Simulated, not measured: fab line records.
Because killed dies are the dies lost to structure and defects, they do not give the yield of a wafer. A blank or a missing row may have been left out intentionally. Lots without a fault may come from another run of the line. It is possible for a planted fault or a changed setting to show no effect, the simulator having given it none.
Split-lot trial + flow n5-finfet + 39 wafers read across 7 lots, on a route 1938 steps long

SPLIT DETAILS
At N5_BEOL_M2_TRENCH_ETCH_37 (etches SiOC in C4F6/O2, target depth 55.555 nm, time 29.2 s), the setting target-depth-a was moved away from the recipe's 555.55 angstrom on 12 of the 39 wafers read, by -59.7% to +44.4%. All remaining wafers had this setting at the recipe value.

FROM THE SPLIT TO THE READING: what the file shows between them, 8 steps
- N5_BEOL_M2_ETCH_41: etches SiCN in CH3F/O2, target depth 29.9 nm, time 52.5 s
- N5_BEOL_M2_STRIP_97: strips in N2/H2, time 10 s
- N5_BEOL_M2_OCD_MEAS_38
- N5_BEOL_M2_HM_STRIP_39: strips TiN in peroxide tin strip, target depth 25 nm, time 158 s
- N5_BEOL_M2_SRD_40: time 30 s
- N5_BEOL_M2_ECD_50: material Cu, target thk 300 nm
- N5_BEOL_M2_ANNEAL_51: time 90 s
- N5_BEOL_M2_CMP_52: polishes, stops on SiOC, t overpolish 6.8 s, target thk 40 nm

THE READING
M2_THK, in nm, at N5_BEOL_M2_THK_MEAS_53 (measures by xrf). Typical for fault-free wafers on this fab line: 38.2 nm, with standard deviation 1.4 nm.

| wafer  | tool, chamber at the split | target-depth-a as run, angstrom | against the recipe | M2_THK, nm | against lot-mates on the recipe |
|--------|----------------------------|---------------------------------|--------------------|------------|---------------------------------|
| L074.1 | rie-diel-06, 3             | 425.2                           | -23.5%             | 26.3       | -10.9                           |
| L074.2 | rie-diel-06, 2             | 425.2                           | -23.5%             | 24.7       | -12.5                           |
| L074.3 | rie-diel-06, 1             | 425.2                           | -23.5%             | 25.1       | -12.1                           |
| L074.4 | rie-diel-06, 0             | 555.55                          | recipe             | 36.5       | -                               |
| L074.5 | rie-diel-06, 2             | 555.55                          | recipe             | 36.5       | -                               |
| L074.6 | rie-diel-06, 1             | 555.55                          | recipe             | 38.7       | -                               |
| L082.1 | rie-diel-02, 2             | 223.7                           | -59.7%             | 5.8        | -31.0                           |
| L082.2 | rie-diel-02, 1             | 555.55                          | recipe             | 36.0       | -                               |
| L082.3 | rie-diel-02, 3             | 223.7                           | -59.7%             | 6.6        | -30.2                           |
| L082.4 | rie-diel-02, 0             | 555.55                          | recipe             | 37.4       | -                               |
| L082.5 | rie-diel-02, 2             | 223.7                           | -59.7%             | 4.9        | -31.9                           |
| L082.6 | rie-diel-02, 1             | 555.55                          | recipe             | 37.0       | -                               |
| L086.1 | rie-diel-05, 2             | 555.55                          | recipe             | 37.3       | -                               |
| L086.2 | rie-diel-05, 1             | 555.55                          | recipe             | 38.7       | -                               |
| L086.3 | rie-diel-05, 0             | 555.55                          | recipe             | 39.1       | -                               |
| L086.4 | rie-diel-05, 3             | 379.1                           | -31.8%             | 20.7       | -17.7                           |
| L086.5 | rie-diel-05, 3             | 379.1                           | -31.8%             | 19.7       | -18.7                           |
| L086.6 | rie-diel-05, 0             | 379.1                           | -31.8%             | 21.7       | -16.7                           |
| L089.1 | rie-diel-06, 1             | 555.55                          | recipe             | 39.9       | -                               |
| L089.2 | rie-diel-06, 2             | 555.55                          | recipe             | 40.2       | -                               |
| L089.3 | rie-diel-06, 0             | 555.55                          | recipe             | 39.5       | -                               |
| L089.4 | rie-diel-06, 2             | 555.55                          | recipe             | 38.6       | -                               |
| L089.5 | rie-diel-06, 0             | 555.55                          | recipe             | 39.0       | -                               |
| L089.6 | rie-diel-06, 1             | 555.55                          | recipe             | 40.6       | -                               |
| L090.1 | rie-diel-02, 3             | 802.2                           | +44.4%             | 60.1       | +21.3                           |
| L090.2 | rie-diel-02, 0             | 555.55                          | recipe             | 39.6       | -                               |
| L090.3 | rie-diel-02, 1             | 802.2                           | +44.4%             | 63.1       | +24.3                           |
| L090.4 | rie-diel-02, 0             | 555.55                          | recipe             | 37.8       | -                               |
| L090.5 | rie-diel-02, 3             | 555.55                          | recipe             | 39.0       | -                               |
| L090.6 | rie-diel-02, 1             | 802.2                           | +44.4%             | 62.1       | +23.3                           |
| L092.1 | rie-diel-05, 1             | 555.55                          | recipe             | 38.5       | -                               |
| L092.2 | rie-diel-05, 2             | 555.55                          | recipe             | 38.3       | -                               |
| L092.3 | rie-diel-05, 0             | 555.55                          | recipe             | 42.4       | -                               |
| L092.4 | rie-diel-05, 3             | 555.55                          | recipe             | 37.4       | -                               |
| L092.5 | rie-diel-05, 1             | 555.55                          | recipe             | 41.1       | -                               |
| L092.6 | rie-diel-05, 2             | 555.55                          | recipe             | 38.9       | -                               |
| L097.2 | rie-diel-02, 1             | 555.55                          | recipe             | 39.9       | -                               |
| L097.3 | rie-diel-02, 3             | 555.55                          | recipe             | 40.1       | -                               |
| L097.6 | rie-diel-02, 1             | 555.55                          | recipe             | 40.4       | -                               |

THE FIT
A straight line over all 39 wafers: M2_THK changes by +0.545 nm for each +1% of target-depth-a; r = +0.99; the points scatter about the line by 1.4 nm.
The same after taking each lot's own level away (the mean of its wafers on the recipe; 39 wafers): +0.522 nm for each +1%; r = +1.00; scatter 1.1 nm.
According to that fit, moving target-depth-a by its largest amount changes the reading by 31 nm.
Across the lots, their own levels run from 36.80 to 40.13 nm, a range of 2.4 times the standard deviation given above.
So the lot-to-lot level changes the slope little: the two slopes agree.
Check: with one of the wafers moved furthest among these (-59.7%) left out of the fit, the line predicts -31.3 nm for it against its lot-mates. Against them it came out at -31 nm.

THE WHOLE CHAIN: every reading that the file lists as answering this split, in the file's order
| step                      | what it does                                                  | reading                                                                          | change (the file's fit)                | r (the file's) |
|---------------------------|---------------------------------------------------------------|----------------------------------------------------------------------------------|----------------------------------------|----------------|
| N5_BEOL_M2_TRENCH_ETCH_37 | etches SiOC in C4F6/O2, target depth 55.555 nm, time 29.2 s   | BEOL_M2.feature-depth-nm (the simulator's own value, which no gauge read)        | +0.553 nm for each +1% of the setting  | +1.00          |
| N5_BEOL_M2_TRENCH_ETCH_37 | etches SiOC in C4F6/O2, target depth 55.555 nm, time 29.2 s   | etch.depth-nm (the simulator's own value, which no gauge read)                   | +0.552 nm for each +1% of the setting  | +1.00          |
| N5_BEOL_M2_TRENCH_ETCH_37 | etches SiOC in C4F6/O2, target depth 55.555 nm, time 29.2 s   | TiN_of_BEOL_M2_HM_DEP_02.thk-nm (the simulator's own value, which no gauge read) | -0.0211 nm for each +1% of the setting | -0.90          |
| N5_BEOL_M2_OCD_MEAS_38    |                                                               | trench-depth-nm                                                                  | +0.551 nm for each +1% of the setting  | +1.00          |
| N5_BEOL_M2_CMP_52         | polishes, stops on SiOC, t overpolish 6.8 s, target thk 40 nm | Cu_of_BEOL_M2_ECD_50.thk-nm (the simulator's own value, which no gauge read)     | +0.542 nm for each +1% of the setting  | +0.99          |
| N5_BEOL_M2_THK_MEAS_53    | measures by xrf                                               | M2_THK                                                                           | +0.523 for each +1% of the setting     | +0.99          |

THE FILE'S OWN FIT
M2_THK changes by +0.523 nm for each +1% of target-depth-a, r = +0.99.
